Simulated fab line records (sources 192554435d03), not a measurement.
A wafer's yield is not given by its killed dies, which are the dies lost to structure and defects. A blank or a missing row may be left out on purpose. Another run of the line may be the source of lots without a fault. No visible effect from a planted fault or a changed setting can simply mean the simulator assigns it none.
Split-lot study :: flow n5Finfet :: route with 1938 steps; 7 lots, 21 wafers read

## SPLIT DETAILS
At N5_SDB_HM_DEP_00 (deposits SiNx from SiH4/NH3/N2, target thk 40 nm, time 35.3 s), the setting timeS was moved away from the recipe's 35.3 s on 2 of the 21 wafers read, by -4.4% to +12.3%. All remaining wafers had this setting at the recipe value.

## FROM THE SPLIT TO THE READING: what the file shows between them, 4 steps
- N5_SDB_COAT_03: time 60 s, resist thk 100 nm
- N5_SDB_COAT_04: time 60 s, resist thk 18 nm
- N5_SDB_STRIP_19: strips in N2/H2
- N5_SDB_STRIP_21: strips in CF4

## THE READING
etch.depthNm (the simulator's own value, which no gauge read), in nm, at N5_SDB_HM_OPEN_20 (chemistry CH3F/O2, target SiNx, stops on poly-Si, target depth 24 nm). No usual value for it is given in the file. Average 23.81 nm, standard deviation 0.46 nm, over the 19 wafers here run with the recipe.

wafer: L075.1
tool, chamber at the split: pecvd-01, 2,0
timeS as run, s: 35.3
against the recipe: recipe
etch.depthNm, nm: 23.69
against lot-mates on the recipe: -

wafer: L075.2
tool, chamber at the split: pecvd-01, 1
timeS as run, s: 35.3
against the recipe: recipe
etch.depthNm, nm: 24.13
against lot-mates on the recipe: -

wafer: L075.3
tool, chamber at the split: pecvd-01, 2,0
timeS as run, s: 35.3
against the recipe: recipe
etch.depthNm, nm: 23.6
against lot-mates on the recipe: -

wafer: L076.2
tool, chamber at the split: pecvd-02, 0
timeS as run, s: 35.3
against the recipe: recipe
etch.depthNm, nm: 23.04
against lot-mates on the recipe: -

wafer: L076.4
tool, chamber at the split: pecvd-02, 1
timeS as run, s: 33.75
against the recipe: -4.4%
etch.depthNm, nm: 22.55
against lot-mates on the recipe: -0.97

wafer: L076.6
tool, chamber at the split: pecvd-02, 0
timeS as run, s: 35.3
against the recipe: recipe
etch.depthNm, nm: 24
against lot-mates on the recipe: -

wafer: L081.2
tool, chamber at the split: pecvd-04, 1
timeS as run, s: 35.3
against the recipe: recipe
etch.depthNm, nm: 23.7
against lot-mates on the recipe: -

wafer: L081.3
tool, chamber at the split: pecvd-04, 2
timeS as run, s: 35.3
against the recipe: recipe
etch.depthNm, nm: 23.7
against lot-mates on the recipe: -

wafer: L081.6
tool, chamber at the split: pecvd-04, 0
timeS as run, s: 35.3
against the recipe: recipe
etch.depthNm, nm: 23.99
against lot-mates on the recipe: -

wafer: L086.1
tool, chamber at the split: pecvd-02, 0
timeS as run, s: 35.3
against the recipe: recipe
etch.depthNm, nm: 22.83
against lot-mates on the recipe: -

wafer: L086.3
tool, chamber at the split: pecvd-02, 0
timeS as run, s: 35.3
against the recipe: recipe
etch.depthNm, nm: 23.58
against lot-mates on the recipe: -

wafer: L086.5
tool, chamber at the split: pecvd-02, 2
timeS as run, s: 35.3
against the recipe: recipe
etch.depthNm, nm: 23.89
against lot-mates on the recipe: -

wafer: L087.3
tool, chamber at the split: pecvd-04, 1,2
timeS as run, s: 35.3
against the recipe: recipe
etch.depthNm, nm: 23.99
against lot-mates on the recipe: -

wafer: L087.4
tool, chamber at the split: pecvd-04, 1
timeS as run, s: 39.65
against the recipe: +12.3%
etch.depthNm, nm: 28.98
against lot-mates on the recipe: +4.96

wafer: L087.5
tool, chamber at the split: pecvd-04, 1,2
timeS as run, s: 35.3
against the recipe: recipe
etch.depthNm, nm: 24.05
against lot-mates on the recipe: -

wafer: L091.2
tool, chamber at the split: pecvd-01, 0
timeS as run, s: 35.3
against the recipe: recipe
etch.depthNm, nm: 23.7
against lot-mates on the recipe: -

wafer: L091.3
tool, chamber at the split: pecvd-01, 1
timeS as run, s: 35.3
against the recipe: recipe
etch.depthNm, nm: 23.44
against lot-mates on the recipe: -

wafer: L091.4
tool, chamber at the split: pecvd-01, 2
timeS as run, s: 35.3
against the recipe: recipe
etch.depthNm, nm: 24.84
against lot-mates on the recipe: -

wafer: L092.1
tool, chamber at the split: pecvd-01, 0
timeS as run, s: 35.3
against the recipe: recipe
etch.depthNm, nm: 23.48
against lot-mates on the recipe: -

wafer: L092.4
tool, chamber at the split: pecvd-01, 2
timeS as run, s: 35.3
against the recipe: recipe
etch.depthNm, nm: 24.51
against lot-mates on the recipe: -

wafer: L092.6
tool, chamber at the split: pecvd-01, 1
timeS as run, s: 35.3
against the recipe: recipe
etch.depthNm, nm: 24.31
against lot-mates on the recipe: -
If several chambers appear in one row, that row covers several wafers at once and the file leaves open which wafer was in which chamber.

THE FIT
A straight line over all 21 wafers: etch.depthNm changes by +0.403 nm for each +1% of timeS; r = +0.93; the points scatter about the line by 0.47 nm.
The same after taking each lot's own level away (the mean of its wafers on the recipe; 21 wafers): +0.38 nm for each +1%; r = +0.93; scatter 0.43 nm.
On that fit, the largest move of timeS shifts the reading by 4.7 nm.
Across the lots, their own levels run from 23.433 to 24.100 nm, a range of 1.5 times the standard deviation given above.
The two slopes are in agreement: the lot-to-lot level therefore moves the slope only a little.
Check: with one of the wafers moved furthest among these (+12.3%) left out of the fit, the line predicts +2.72 nm for it against its lot-mates. It came out at +4.96 nm against them.

## THESE WAFERS: OTHER SPLITS
Note: prior to the reading, these wafers also went through further splits. Each is held against what the fit with the lots' levels taken away leaves over:
other split on the same wafers: N5_SD_EPI_N_EPI_21 epiGrowthTimeS
wafers away from the commonest value: 5
r with etch.depthNm (lot level and that fit taken away): +0.06

other split on the same wafers: N5_ILD0_CMP_03 downForcePsi
wafers away from the commonest value: 8
r with etch.depthNm (lot level and that fit taken away): +0.11

## THE WHOLE CHAIN: every reading that the file lists as answering this split, in the file's order
step: N5_SDB_HM_DEP_00
what it does: deposits SiNx from SiH4/NH3/N2, target thk 40 nm, time 35.3 s
reading: SiNx_of_SDB_HM_DEP_00.thkNm (the simulator's own value, which no gauge read)
change (the file's fit): +0.383 nm for each +1% of the setting
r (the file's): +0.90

step: N5_SDB_HM_OPEN_20
what it does: chemistry CH3F/O2, target SiNx, stops on poly-Si, target depth 24 nm
reading: etch.depthNm (the simulator's own value, which no gauge read)
change (the file's fit): +0.382 nm for each +1% of the setting
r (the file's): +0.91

## FILE'S OWN FIT
etch.depthNm changes by +0.382 nm for each +1% of timeS, r = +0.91.
